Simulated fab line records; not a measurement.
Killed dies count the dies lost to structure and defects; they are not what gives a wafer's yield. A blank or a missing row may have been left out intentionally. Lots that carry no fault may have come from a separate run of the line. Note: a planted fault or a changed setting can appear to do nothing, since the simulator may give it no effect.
Matching of chambers :: flow n5 finfet :: N5_ILD0_ALD_15 on ald sin-04 has 4 sister chambers
The step deposits SiNx, target thk 24 nm, pulse time 1 s, ald cycles 480. 8 wafers are shown with their chamber, then 7 later ones without.

== EACH WAFER AND ITS CHAMBER ==
wafer: L081.5
chamber: 2
heater power outer w (W): 550
heater power w (W): 925

wafer: L086.1
chamber: 1
heater power outer w (W): 583
heater power w (W): 956

wafer: L086.6
chamber: 3
heater power outer w (W): 599
heater power w (W): 873

wafer: L087.1
chamber: 0
heater power outer w (W): 499
heater power w (W): 859

wafer: L087.2
chamber: 2
heater power outer w (W): 539
heater power w (W): 903

wafer: L087.5
chamber: 1
heater power outer w (W): 585
heater power w (W): 986

wafer: L088.1
chamber: 0
heater power outer w (W): 499
heater power w (W): 849

wafer: L088.2
chamber: 3
heater power outer w (W): 582
heater power w (W): 889

== WAFERS WHOSE CHAMBER IS MISSING ==
wafer: L088.4
heater power outer w (W): 541
heater power w (W): 907

wafer: L092.1
heater power outer w (W): 587
heater power w (W): 969

wafer: L092.3
heater power outer w (W): 558
heater power w (W): 899

wafer: L092.5
heater power outer w (W): 562
heater power w (W): 911

wafer: L095.3
heater power outer w (W): 522
heater power w (W): 852

wafer: L095.5
heater power outer w (W): 522
heater power w (W): 880

wafer: L095.6
heater power outer w (W): 614
heater power w (W): 958

== EACH ONE'S CHAMBER ==
wafer: L088.4
from the rows above: 2
in truth: 2

wafer: L092.1
from the rows above: 1
in truth: 1

wafer: L092.3
from the rows above: 2
in truth: 2

wafer: L092.5
from the rows above: 2
in truth: 2

wafer: L095.3
from the rows above: 0
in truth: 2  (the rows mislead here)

wafer: L095.5
from the rows above: can't be placed: 0 or 2
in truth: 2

wafer: L095.6
from the rows above: can't be placed: 1 or 3
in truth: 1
Correctly placed: 4 of 7. Unplaceable from these rows: 2, with the true chamber sitting among the candidates in 2. Wrongly placed: 1.
How it was worked out, from the rows above alone: a wafer's distance from a chamber is the root of the sum, over the readings, of the square of ((its reading less the chamber's mean) divided by the reading's scatter). If the next closest chamber is less than 2 further off than the closest, the wafer can't be placed; otherwise it belongs to the closest. Each chamber's mean is taken over the wafers shown for it. The scatter: take each reading less its chamber's mean, square it, sum over the shown wafers, divide by the number of wafers less the number of chambers, and take the root.
